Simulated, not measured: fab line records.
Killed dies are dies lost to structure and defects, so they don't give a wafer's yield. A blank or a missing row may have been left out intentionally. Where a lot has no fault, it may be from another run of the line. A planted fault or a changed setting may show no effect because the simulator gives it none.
Matching of chambers || flow n5-finfet || N5_BEOL_M10_ALD_74 on ald-metal-02 has 4 sister chambers
The step deposits TaN, target thk 2 nm, pulse time 2 s, purge time 3 s. 4 wafers are shown with their chamber, then 7 later ones without.

WAFERS PAIRED WITH THEIR CHAMBERS
{"wafer": "L540.4", "chamber": 0, "heater-power-w (W)": 388}
{"wafer": "L540.5", "chamber": 1, "heater-power-w (W)": 425}
{"wafer": "L543.2", "chamber": 2, "heater-power-w (W)": 407}
{"wafer": "L543.3", "chamber": 3, "heater-power-w (W)": 397}

WAFERS WITHOUT THEIR CHAMBER
{"wafer": "L543.4", "heater-power-w (W)": 393}
{"wafer": "L545.2", "heater-power-w (W)": 393}
{"wafer": "L545.3", "heater-power-w (W)": 418}
{"wafer": "L545.5", "heater-power-w (W)": 417}
{"wafer": "L547.1", "heater-power-w (W)": 405}
{"wafer": "L547.3", "heater-power-w (W)": 390}
{"wafer": "L547.5", "heater-power-w (W)": 384}

THE CHAMBER EACH PASSED THROUGH
{"wafer": "L543.4", "from the rows above": "can't be placed: 3 or 0", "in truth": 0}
{"wafer": "L545.2", "from the rows above": "can't be placed: 3 or 0", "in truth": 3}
{"wafer": "L545.3", "from the rows above": "can't be placed: 1 or 2", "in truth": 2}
{"wafer": "L545.5", "from the rows above": "can't be placed: 1 or 2", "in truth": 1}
{"wafer": "L547.1", "from the rows above": "can't be placed: 2 or 3", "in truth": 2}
{"wafer": "L547.3", "from the rows above": "can't be placed: 0 or 3", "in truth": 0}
{"wafer": "L547.5", "from the rows above": "can't be placed: 0 or 3", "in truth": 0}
Placed correctly: 0 of 7. Can't be placed from these rows: 7 (the true chamber is among the candidates in 7). Placed wrongly: 0.
How it was worked out, from the rows above alone: a wafer's distance from a chamber is the root of the sum, over the readings, of the square of ((its reading less the chamber's mean) divided by the reading's scatter). If the next closest chamber is less than 2 further off than the closest, the wafer can't be placed; otherwise it belongs to the closest. For every chamber, the mean is computed from those of its wafers that are shown. The scatter: root of mean squared gap, hidden wafer to nearest shown wafer, with one shown wafer a chamber.
